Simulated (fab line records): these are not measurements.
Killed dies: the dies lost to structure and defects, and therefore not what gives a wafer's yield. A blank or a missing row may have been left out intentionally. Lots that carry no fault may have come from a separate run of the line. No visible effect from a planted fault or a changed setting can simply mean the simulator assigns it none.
Which tool did it? -- flow n5Finfet -- 69 wafers from 23 lots sampled at 2 of the route's 1938 steps

== WHAT THE GAUGES SHOWED, per wafer ==
N5_BEOL_M9_OVL_MEAS_12. Usual: M9_OVL typically reads -0.4 nm, with standard deviation 0.69.
lot,measured,on,M9_OVL (nm),flag
L074,day 10 12:02,overlay-02,-0.7 -0.1 -0.8,
L075,day 11 00:19,overlay-01,-0.6 -1.1 0.1,
L076,day 11 07:38,overlay-02,-0.7 -0.1 0.7,
L077,day 11 07:53,overlay-01,0.2 -0.2 0.2,
L078,day 11 11:17,overlay-01,-0.3 -0.5 -1.0,
L080,day 11 18:55,overlay-01,0.0 0.1 -1.0,
L081,day 12 03:02,overlay-02,-0.3 0.0 0.3,
L079,day 12 15:59,overlay-02,0.2 0.0 -0.1,
L082,day 12 21:25,overlay-02,-1.2 -1.0 -0.6,
L083,day 13 02:17,overlay-02,-1.0 -1.2 -1.3,
L084,day 13 08:35,overlay-01,-1.6 -0.3 -0.3,
L087,day 13 12:03,overlay-01,-1.7 -0.6 -0.6,
L085,day 14 00:53,overlay-02,-0.4 -1.7 -0.2,
L088,day 14 02:09,overlay-02,-0.3 -0.4 -0.9,
L089,day 14 10:23,overlay-02,-1.1 -0.8 -0.3,
L086,day 14 10:32,overlay-01,1.0 -0.6 -0.5,
L090,day 15 08:50,overlay-01,-0.8 -1.1 -1.1,
L095,day 15 13:18,overlay-02,0.9 1.0 0.6,
L092,day 15 13:28,overlay-01,0.8 0.2 -0.3,
L093,day 15 13:42,overlay-01,0.0 -0.3 -0.5,
L094,day 16 10:23,overlay-01,-0.8 -1.2 -0.6,
L096,day 16 18:05,overlay-01,1.0 0.2 0.9,
L097,day 17 03:37,overlay-02,-0.5 -1.1 -0.3,

== EACH LOT AND THE TOOL THAT RAN IT (in order: tool; ch and the chambers of the sampled wafers; start) ==
lot,N5_BEOL_M9_ILD_DEP_00
L074,"pecvd-04 ch 0,1,2, day 10 09:26"
L075,"pecvd-02 ch 0,1,2, day 10 22:28"
L076,"pecvd-03 ch 0,1,2, day 11 05:34"
L077,"pecvd-04 ch 0,1,2, day 11 06:05"
L078,"pecvd-04 ch 1,2, day 11 08:27"
L080,"pecvd-03 ch 0,1,2, day 11 17:05"
L081,"pecvd-03 ch 1,2, day 11 23:46"
L079,"pecvd-04 ch 0,1, day 12 13:34"
L082,"pecvd-04 ch 0,2, day 12 18:08"
L083,"pecvd-02 ch 0,1,2, day 12 23:33"
L084,"pecvd-04 ch 1,2, day 13 06:31"
L087,"pecvd-04 ch 0,2, day 13 10:22"
L085,"pecvd-03 ch 0,1,2, day 13 22:08"
L088,"pecvd-03 ch 0,2, day 14 00:39"
L089,"pecvd-03 ch 0,1,2, day 14 07:16"
L086,"pecvd-04 ch 0,2, day 14 08:04"
L090,"pecvd-03 ch 1,2, day 15 06:17"
L095,"pecvd-04 ch 1,2, day 15 10:07"
L092,"pecvd-02 ch 1,2, day 15 10:16"
L093,"pecvd-02 ch 0,2, day 15 11:13"
L094,"pecvd-03 ch 0,2, day 16 07:44"
L096,"pecvd-02 ch 0,1,2, day 16 15:45"
L097,"pecvd-02 ch 0,2, day 17 01:37"
- N5_BEOL_M9_ILD_DEP_00: deposits SiCOH lowk from DEMS/porogen, target thk 308.51 nm, time 58 s.

== AS READ BY THE TOOLS THEMSELVES (means over the sampled wafers that have a number; for cases with no such wafer, the mark the record gives instead) ==
N5_BEOL_M9_ILD_DEP_00. Usual: heaterPowerW 301 W, standard deviation 51; showerheadPlenumPTorr 5.735 Torr, standard deviation 0.015; throttleValvePct 13.5 %, standard deviation 0.7.
lot,tool,heaterPowerW (W),showerheadPlenumPTorr (Torr),throttleValvePct (%),flag
L074,pecvd-04,306,5.739,13.4,
L075,pecvd-02,315,5.740,14.2,
L076,pecvd-03,266,5.723,13.1,
L077,pecvd-04,307,5.737,13.4,
L078,pecvd-04,280,5.736,13.6,
L080,pecvd-03,276,5.730,13.0,
L081,pecvd-03,316,5.724,12.6,
L079,pecvd-04,299,5.738,13.9,
L082,pecvd-04,303,5.738,13.2,
L083,pecvd-02,326,5.751,14.1,
L084,pecvd-04,346,5.744,13.2,
L087,pecvd-04,355,5.743,12.9,
L085,pecvd-03,273,5.719,13.1,
L088,pecvd-03,233,5.726,13.1,
L089,pecvd-03,286,5.733,13.1,
L086,pecvd-04,319,5.738,12.9,
L090,pecvd-03,309,5.731,12.9,
L095,pecvd-04,301,5.736,13.9,
L092,pecvd-02,302,5.733,14.1,
L093,pecvd-02,326,5.735,13.8,
L094,pecvd-03,217,5.729,13.2,
L096,pecvd-02,310,5.747,14.3,
L097,pecvd-02,294,5.744,13.9,

== THE ANSWER, worked out from the rows above alone ==
Rule: a lot counts as off when the mean over its wafers that have a number is more than 3 standard deviations away from the usual mean. Also off: a lot with no number at a reading for which 4 or more lots have one. All remaining lots with rows at the step are treated as sound. The gauges are gone through in route order, then the tools' own readings, and for those a lot's mean is taken as printed above. The first step at which some lot is off is used, and at that step the reading that is off furthest; a lot without a number counts as furthest.
Nothing can be told from this: no lot is off at any reading shown.

== WHAT THE SIMULATOR HAD INSERTED ==
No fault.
